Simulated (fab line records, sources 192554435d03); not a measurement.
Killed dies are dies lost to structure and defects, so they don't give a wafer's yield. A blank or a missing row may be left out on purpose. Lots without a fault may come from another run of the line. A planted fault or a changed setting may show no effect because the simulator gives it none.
Chamber matching | flow n5_finfet | N5_BEOL_M5_ALD_86 on ald_metal-04: 4 sister chambers
The step deposits TaN, pulse time 2 s, purge time 3 s, co reactant purge time 2 s. 4 wafers are shown with their chamber, then 10 later ones without.

WAFERS WITH THEIR CHAMBER
wafer  | chamber | heater_power_w (W)
L085.4 | 1       | 389
L088.2 | 0       | 451
L087.1 | 3       | 433
L087.2 | 2       | 505

WAFERS WITHOUT THEIR CHAMBER
wafer  | heater_power_w (W)
L087.6 | 505
L090.2 | 428
L090.3 | 381
L090.4 | 453
L096.1 | 494
L096.2 | 434
L096.4 | 447
L097.4 | 388
L097.5 | 445
L097.6 | 389

WHICH CHAMBER EACH WENT THROUGH
wafer  | from the rows above     | in truth
L087.6 | 2                       | 2
L090.2 | 3                       | 3
L090.3 | 1                       | 1
L090.4 | 0                       | 0
L096.1 | 2                       | 2
L096.2 | 3                       | 3
L096.4 | can't be placed: 0 or 3 | 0
L097.4 | 1                       | 1
L097.5 | can't be placed: 0 or 3 | 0
L097.6 | 1                       | 1
Placed correctly: 8 of 10. Can't be placed from these rows: 2 (the true chamber is among the candidates in 2). Placed wrongly: 0.
How it was worked out, from the rows above alone: a wafer's distance from a chamber is the root of the sum, over the readings, of the square of ((its reading less the chamber's mean) divided by the reading's scatter). The wafer belongs to the nearest chamber; if the next one is less than 2 further off, it can't be placed. A chamber's mean is the mean of its shown wafers. The scatter: with one shown wafer a chamber, the root of the mean of the squares of how far each hidden wafer lies from its nearest shown one.
